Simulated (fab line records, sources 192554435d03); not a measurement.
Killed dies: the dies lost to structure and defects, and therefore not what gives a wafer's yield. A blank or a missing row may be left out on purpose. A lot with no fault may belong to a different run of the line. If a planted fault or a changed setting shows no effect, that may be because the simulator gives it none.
Which tool did it? -- flow n5-finfet -- 24 lots with 72 wafers sampled at 6 steps, on a route of 1938 steps

## WHAT THE GAUGES READ, wafer by wafer
The record holds no reading of a measuring or inspecting step that can be judged against a usual standard deviation.

## EACH LOT AND THE TOOL THAT RAN IT (in order: tool; ch and the chambers of the sampled wafers; start)
lot,N5_BEOL_M1_ETCHBACK_99,N5_BEOL_M1_VIA_ETCH_34,N5_BEOL_M1_SURFACE_TREAT_85,N5_BEOL_M1_ANNEAL_91,N5_BEOL_M1_SPUTTER_96,N5_BEOL_M1_CO_CAP_55
L074,"rie-diel-06 ch 1,3, day 6 11:29","rie-diel-06 ch 1,3, day 6 11:38","pvd-sputter-01, day 6 12:34","pvd-sputter-01, day 6 14:02","pvd-sputter-01, day 6 14:37","cvd-co-02 ch 0, day 6 15:31"
L075,"rie-diel-05 ch 0,2, day 6 14:45","rie-diel-05 ch 0,2, day 6 14:53","pvd-sputter-02, day 6 15:43","pvd-sputter-02, day 6 17:13","pvd-sputter-02, day 6 17:50","cvd-co-01 ch 0,1,2, day 6 18:43"
L076,"rie-diel-01 ch 1,2,3, day 6 23:53","rie-diel-01 ch 1,2,3, day 7 00:01","pvd-sputter-02, day 7 01:07","pvd-sputter-01, day 7 02:37","pvd-sputter-01, day 7 03:15","cvd-co-02 ch 0,1,2, day 7 04:07"
L077,"rie-diel-01 ch 1,2,3, day 7 03:08","rie-diel-01 ch 1,2,3, day 7 03:17","pvd-sputter-01, day 7 04:17","pvd-sputter-02, day 7 05:43","pvd-sputter-02, day 7 06:17","cvd-co-02 ch 1,2, day 7 07:09"
L078,"rie-diel-01 ch 0,3, day 7 08:19","rie-diel-01 ch 0,3, day 7 08:27","pvd-sputter-03, day 7 09:18","pvd-sputter-02, day 7 10:50","pvd-sputter-02, day 7 11:25","cvd-co-02 ch 1,2, day 7 12:20"
L079,"rie-diel-05 ch 0,2,3, day 7 11:19","rie-diel-05 ch 0,2,3, day 7 11:28","pvd-sputter-03, day 7 12:44","pvd-sputter-02, day 7 14:13","pvd-sputter-02, day 7 14:47","cvd-co-01 ch 0,1,2, day 7 15:40"
L080,"rie-diel-06 ch 0,1,3, day 7 17:46","rie-diel-06 ch 0,1,3, day 7 17:54","pvd-sputter-02, day 7 18:58","pvd-sputter-01, day 7 20:36","pvd-sputter-01, day 7 21:11","cvd-co-02 ch 1,2, day 7 22:02"
L082,"rie-diel-01 ch 0,2,3, day 7 22:37","rie-diel-01 ch 0,2,3, day 7 22:45","pvd-sputter-03, day 7 23:35","pvd-sputter-03, day 8 00:59","pvd-sputter-03, day 8 01:34","cvd-co-01 ch 0,2, day 8 02:26"
L081,"rie-diel-01 ch 1,2,3, day 8 07:14","rie-diel-01 ch 1,2,3, day 8 07:22","pvd-sputter-03, day 8 08:19","pvd-sputter-01, day 8 09:47","pvd-sputter-01, day 8 10:22","cvd-co-01 ch 1,2, day 8 11:14"
L083,"rie-diel-05 ch 0,3, day 8 07:20","rie-diel-05 ch 0,3, day 8 07:28","pvd-sputter-01, day 8 08:24","pvd-sputter-03, day 8 09:54","pvd-sputter-03, day 8 10:29","cvd-co-02 ch 0,1,2, day 8 11:27"
L084,"rie-diel-01 ch 0,1,2, day 8 16:54","rie-diel-01 ch 0,1,2, day 8 17:02","pvd-sputter-03, day 8 18:07","pvd-sputter-01, day 8 19:32","pvd-sputter-01, day 8 20:07","cvd-co-01 ch 0,2, day 8 21:01"
L085,"rie-diel-05 ch 0,1,3, day 11 09:52","rie-diel-05 ch 0,1,3, day 11 10:00","pvd-sputter-01, day 11 10:47","pvd-sputter-01, day 11 12:13","pvd-sputter-01, day 11 12:48","cvd-co-01 ch 1,2, day 11 13:40"
L088,"rie-diel-01 ch 2,3, day 11 10:01","rie-diel-01 ch 2,3, day 11 10:10","pvd-sputter-01, day 11 11:00","pvd-sputter-03, day 11 12:27","pvd-sputter-03, day 11 13:02","cvd-co-02 ch 0,1,2, day 11 13:54"
L095,"rie-diel-06 ch 0,1,3, day 11 10:30","rie-diel-06 ch 0,1,3, day 11 10:38","pvd-sputter-02, day 11 11:34","pvd-sputter-02, day 11 13:59","pvd-sputter-02, day 11 14:34","cvd-co-01 ch 0,1, day 11 15:26"
L094,"rie-diel-05 ch 0,1,2, day 11 12:37","rie-diel-05 ch 0,1,2, day 11 12:46","pvd-sputter-01, day 11 13:49","pvd-sputter-01, day 11 15:22","pvd-sputter-01, day 11 15:56","cvd-co-01 ch 0,1, day 11 16:49"
L089,"rie-diel-01 ch 0,2,3, day 11 12:52","rie-diel-01 ch 0,2,3, day 11 12:59","pvd-sputter-03, day 11 14:21","pvd-sputter-02, day 11 15:55","pvd-sputter-02, day 11 16:30","cvd-co-01 ch 0,1, day 11 17:23"
L090,"rie-diel-06 ch 1,3, day 11 15:01","rie-diel-06 ch 1,3, day 11 15:09","pvd-sputter-01, day 11 16:01","pvd-sputter-03, day 11 17:27","pvd-sputter-03, day 11 18:02","cvd-co-02 ch 0,1, day 11 18:53"
L091,"rie-diel-06 ch 0,1,2, day 11 15:55","rie-diel-06 ch 0,1,2, day 11 16:04","pvd-sputter-02, day 11 16:53","pvd-sputter-01, day 11 18:17","pvd-sputter-01, day 11 18:52","cvd-co-02 ch 0,1,2, day 11 19:44"
L092,"rie-diel-01 ch 2,3, day 11 16:04","rie-diel-01 ch 2,3, day 11 16:13","pvd-sputter-02, day 11 17:05","pvd-sputter-02, day 11 18:45","pvd-sputter-02, day 11 19:20","cvd-co-01 ch 0,2, day 11 20:11"
L087,"rie-diel-06 ch 0,1,3, day 11 16:22","rie-diel-06 ch 0,1,3, day 11 16:30","pvd-sputter-02, day 11 17:32","pvd-sputter-03, day 11 19:17","pvd-sputter-03, day 11 19:52","cvd-co-01 ch 0,1,2, day 11 20:55"
L093,"rie-diel-06 ch 0,1,3, day 11 18:59","rie-diel-06 ch 0,1,3, day 11 19:07","pvd-sputter-03, day 11 20:37","pvd-sputter-03, day 11 22:02","pvd-sputter-03, day 11 22:37","cvd-co-01 ch 0,1, day 11 23:28"
L086,"rie-diel-01 ch 0,2,3, day 11 22:16","rie-diel-01 ch 0,2,3, day 11 22:25","pvd-sputter-02, day 11 23:29","pvd-sputter-01, day 12 00:59","pvd-sputter-01, day 12 01:34","cvd-co-01 ch 0,1,2, day 12 02:28"
L096,"rie-diel-05 ch 0,1,2, day 11 22:21","rie-diel-05 ch 0,1,2, day 11 22:29","pvd-sputter-02, day 11 23:32","pvd-sputter-03, day 12 01:10","pvd-sputter-03, day 12 01:45","cvd-co-02 ch 1,2, day 12 02:37"
L097,"rie-diel-05 ch 2,3, day 12 15:58","rie-diel-05 ch 2,3, day 12 16:06","pvd-sputter-02, day 12 17:21","pvd-sputter-01, day 12 19:11","pvd-sputter-01, day 12 19:46","cvd-co-01 ch 0,2, day 12 20:46"
- N5_BEOL_M1_ETCHBACK_99: etches SiO2 in CHF3, target depth 5 nm, time 10.4 s.
- N5_BEOL_M1_VIA_ETCH_34: etches the open film in C4F6/O2, target depth 67.8 nm, time 64.4 s.
- N5_BEOL_M1_SURFACE_TREAT_85
- N5_BEOL_M1_ANNEAL_91: time 240 s.
- N5_BEOL_M1_SPUTTER_96: material Cu, target thk 4.5 nm, time 8.29 s.
- N5_BEOL_M1_CO_CAP_55: material Co, precursor CCTBA/H2, target thk 2 nm, time 102.1 s.

## WHAT THE TOOLS THEMSELVES READ (means of the sampled wafers that have a number; where no wafer has one, the mark that the record gives instead)
N5_BEOL_M1_ETCHBACK_99.
lot,tool,drypump-motor-current-A (A),mfc-ar-sccm (sccm),oes-product-au (a.u.),rf-vpp-V (V),showerhead-plenum-p-Torr (Torr),throttle-valve-pct (%)
L074,rie-diel-06,5.4,199.9,0.75,239,2.15,17.19
L075,rie-diel-05,6.2,199.4,0.71,242,2.12,17.41
L076,rie-diel-01,5.2,199.7,0.73,244,2.17,17.25
L077,rie-diel-01,5.2,200.3,0.72,245,2.17,17.26
L078,rie-diel-01,4.9,199.8,0.75,248,2.20,17.28
L079,rie-diel-05,5.6,199.7,0.79,241,2.19,17.22
L080,rie-diel-06,5.7,200.3,0.76,238,2.18,17.04
L082,rie-diel-01,5.1,200.1,0.75,247,2.17,17.31
L081,rie-diel-01,5.2,199.4,0.72,245,2.17,17.27
L083,rie-diel-05,5.5,200.2,0.85,240,2.21,17.16
L084,rie-diel-01,5.3,200.0,0.74,248,2.20,17.24
L085,rie-diel-05,6.1,200.2,0.76,238,2.13,17.34
L088,rie-diel-01,5.0,199.6,0.71,244,2.13,17.40
L095,rie-diel-06,5.7,200.3,0.75,240,2.17,17.08
L094,rie-diel-05,6.2,200.0,0.69,240,2.11,17.41
L089,rie-diel-01,5.1,199.8,0.72,248,2.16,17.36
L090,rie-diel-06,5.4,200.3,0.71,239,2.14,17.25
L091,rie-diel-06,6.1,200.8,0.80,239,2.16,16.92
L092,rie-diel-01,5.3,200.6,0.72,248,2.14,17.39
L087,rie-diel-06,5.8,200.1,0.74,240,2.17,17.07
L093,rie-diel-06,5.8,200.1,0.74,239,2.17,17.10
L086,rie-diel-01,5.1,200.2,0.73,247,2.16,17.38
L096,rie-diel-05,6.2,199.9,0.69,239,2.11,17.40
L097,rie-diel-05,5.1,200.0,0.81,238,2.25,17.10

N5_BEOL_M1_VIA_ETCH_34.
lot,tool,drypump-motor-current-A (A),mfc-ar-sccm (sccm),oes-product-au (a.u.),rf-vpp-V (V),showerhead-plenum-p-Torr (Torr),throttle-valve-pct (%)
L074,rie-diel-06,5.4,300.3,0.74,662,2.85,30.86
L075,rie-diel-05,6.2,299.9,0.71,670,2.80,31.14
L076,rie-diel-01,5.2,299.9,0.73,677,2.87,30.92
L077,rie-diel-01,5.2,299.3,0.73,677,2.87,30.93
L078,rie-diel-01,4.9,299.0,0.76,685,2.90,30.97
L079,rie-diel-05,5.7,299.8,0.78,665,2.89,30.94
L080,rie-diel-06,5.7,301.1,0.76,661,2.88,30.63
L082,rie-diel-01,5.1,300.5,0.75,684,2.87,31.03
L081,rie-diel-01,5.2,301.0,0.72,677,2.86,30.94
L083,rie-diel-05,5.5,300.0,0.86,664,2.91,30.86
L084,rie-diel-01,5.3,300.1,0.74,685,2.91,30.90
L085,rie-diel-05,6.1,299.6,0.76,660,2.81,31.09
L088,rie-diel-01,5.0,300.0,0.71,676,2.81,31.10
L095,rie-diel-06,5.8,300.0,0.74,661,2.87,30.65
L094,rie-diel-05,6.2,300.1,0.69,663,2.79,31.17
L089,rie-diel-01,5.1,300.0,0.73,684,2.85,31.06
L090,rie-diel-06,5.4,299.1,0.71,661,2.83,30.89
L091,rie-diel-06,6.1,300.2,0.79,661,2.85,30.50
L092,rie-diel-01,5.3,300.2,0.72,682,2.82,31.10
L087,rie-diel-06,5.7,300.0,0.74,661,2.87,30.64
L093,rie-diel-06,5.8,299.6,0.74,661,2.87,30.65
L086,rie-diel-01,5.1,300.4,0.72,684,2.85,31.07
L096,rie-diel-05,6.2,300.4,0.69,662,2.79,31.18
L097,rie-diel-05,5.0,300.0,0.81,661,2.97,30.77

N5_BEOL_M1_ANNEAL_91.
lot,tool,heater-power-w (W)
L074,pvd-sputter-01,803
L075,pvd-sputter-02,805
L076,pvd-sputter-01,811
L077,pvd-sputter-02,780
L078,pvd-sputter-02,784
L079,pvd-sputter-02,827
L080,pvd-sputter-01,797
L082,pvd-sputter-03,868
L081,pvd-sputter-01,826
L083,pvd-sputter-03,868
L084,pvd-sputter-01,810
L085,pvd-sputter-01,796
L088,pvd-sputter-03,862
L095,pvd-sputter-02,803
L094,pvd-sputter-01,837
L089,pvd-sputter-02,808
L090,pvd-sputter-03,866
L091,pvd-sputter-01,809
L092,pvd-sputter-02,829
L087,pvd-sputter-03,867
L093,pvd-sputter-03,874
L086,pvd-sputter-01,816
L096,pvd-sputter-03,870
L097,pvd-sputter-01,825

N5_BEOL_M1_SPUTTER_96.
lot,tool,throttle-valve-pct (%)
L074,pvd-sputter-01,30.1
L075,pvd-sputter-02,30.1
L076,pvd-sputter-01,30.6
L077,pvd-sputter-02,30.0
L078,pvd-sputter-02,29.6
L079,pvd-sputter-02,29.4
L080,pvd-sputter-01,30.6
L082,pvd-sputter-03,30.1
L081,pvd-sputter-01,30.6
L083,pvd-sputter-03,29.5
L084,pvd-sputter-01,30.5
L085,pvd-sputter-01,30.7
L088,pvd-sputter-03,29.5
L095,pvd-sputter-02,29.5
L094,pvd-sputter-01,30.3
L089,pvd-sputter-02,29.6
L090,pvd-sputter-03,30.1
L091,pvd-sputter-01,30.4
L092,pvd-sputter-02,29.4
L087,pvd-sputter-03,29.5
L093,pvd-sputter-03,30.4
L086,pvd-sputter-01,30.2
L096,pvd-sputter-03,30.3
L097,pvd-sputter-01,30.2

N5_BEOL_M1_CO_CAP_55.
lot,tool,heater-power-w (W)
L074,cvd-co-02,246
L075,cvd-co-01,212
L076,cvd-co-02,232
L077,cvd-co-02,231
L078,cvd-co-02,234
L079,cvd-co-01,211
L080,cvd-co-02,218
L082,cvd-co-01,205
L081,cvd-co-01,225
L083,cvd-co-02,232
L084,cvd-co-01,203
L085,cvd-co-01,216
L088,cvd-co-02,231
L095,cvd-co-01,222
L094,cvd-co-01,209
L089,cvd-co-01,220
L090,cvd-co-02,246
L091,cvd-co-02,235
L092,cvd-co-01,211
L087,cvd-co-01,214
L093,cvd-co-01,222
L086,cvd-co-01,213
L096,cvd-co-02,231
L097,cvd-co-01,207

## THE ANSWER, worked out from the rows above alone
Rule: usual is defined by the lots themselves. The widest of any qualifying gaps counts: lots, ordered by their means at a reading, are off when they make up no more than a third of the lots, leave a main group of 4 or more, and stand apart from it by 3 or more times the standard deviation of that group's means. A main group whose means are all the same, to the digits that the tables above print for the reading, isn't used. Also off: a lot with no number at a reading for which 4 or more lots have one. The other lots that the step has rows for count as sound. The gauges are gone through in route order, then the tools' own readings, and for those a lot's mean is taken as printed above. At the first step where some lot is off, the reading lying furthest off is the one used; lots without a number count as furthest.
Nothing can be told from this: no lot is off at any reading shown.

## WHAT WAS PUT IN BY THE SIMULATOR
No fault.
